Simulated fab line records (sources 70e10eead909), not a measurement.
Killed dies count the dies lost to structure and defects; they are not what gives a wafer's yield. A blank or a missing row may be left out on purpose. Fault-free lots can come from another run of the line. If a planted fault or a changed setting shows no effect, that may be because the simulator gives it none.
Matching of chambers -- flow nand_harc -- NHARC_A_CHANNEL_HOLE_D2_ETCH_38 on rie_diel-12: 4 sister chambers
The step etches the open film in CF4, target depth 39 nm, time 65 s. 22 wafers are shown with their chamber, then 11 later ones without.

WAFERS, EACH WITH ITS CHAMBER
wafer,chamber,drypump_motor_current_A (A),showerhead_plenum_p_Torr (Torr),oes_product_au (a.u.)
L075.2,0,5.3,1.82,0.975
L075.3,2,4.9,1.80,0.993
L075.5,3,5.1,1.81,1.004
L076.1,1,6.0,1.77,1.003
L076.2,2,4.9,1.80,1.004
L076.4,3,5.1,1.81,1.000
L078.2,1,6.0,1.77,0.996
L078.3,0,5.3,1.82,0.976
L078.6,0,5.3,1.82,0.984
L083.1,2,4.8,1.80,1.001
L083.4,3,5.1,1.81,1.015
L083.6,0,5.3,1.82,0.992
L085.2,2,4.9,1.80,1.000
L085.3,3,5.1,1.81,1.009
L085.5,0,5.3,1.82,0.988
L088.3,0,5.3,1.82,0.980
L088.4,1,6.0,1.77,0.982
L088.6,1,6.0,1.77,0.980
L091.2,0,5.3,1.82,0.977
L091.3,2,4.9,1.79,1.014
L091.6,2,4.9,1.79,0.999
L093.2,3,5.1,1.81,0.988

SIGNATURES (means of the wafers above)
reading,chamber 0,chamber 1,chamber 2,chamber 3,scatter within a chamber
drypump_motor_current_A,5.300,6.000,4.883,5.100,0.0215
showerhead_plenum_p_Torr,1.8200,1.7700,1.7967,1.8100,0.00272
oes_product_au,0.98171,0.99025,1.00183,1.00320,0.00843
Rule: a wafer lies at a distance from a chamber equal to the root of the sum of squares, over the readings, of (its reading less the chamber's mean, divided by the reading's scatter). The wafer belongs to the nearest chamber; if the next one is less than 2 further off, it can't be placed. The scatter is the square root of a quotient: the sum, over the shown wafers, of each reading's squared deviation from its chamber's mean, divided by wafers minus chambers.

WAFERS WHOSE CHAMBER IS MISSING
wafer,drypump_motor_current_A (A),showerhead_plenum_p_Torr (Torr),oes_product_au (a.u.)
L093.3,5.3,1.82,0.964
L093.4,6.0,1.77,0.976
L096.1,5.3,1.82,0.976
L096.3,4.9,1.79,1.002
L096.4,6.0,1.77,0.984
L097.1,5.3,1.82,0.979
L097.2,4.9,1.79,1.001
L097.3,5.1,1.81,1.005
L097.4,4.9,1.79,1.000
L097.5,5.1,1.81,1.005
L097.6,5.3,1.82,0.982

CHAMBER TAKEN BY EACH
wafer,from the rows above,in truth
L093.3,0,0
L093.4,1,1
L096.1,0,0
L096.3,2,2
L096.4,1,1
L097.1,0,0
L097.2,2,2
L097.3,3,3
L097.4,2,2
L097.5,3,3
L097.6,0,0
Correct placement for 11 of the 11. Not placeable from these rows: 0. Placed wrongly: 0.
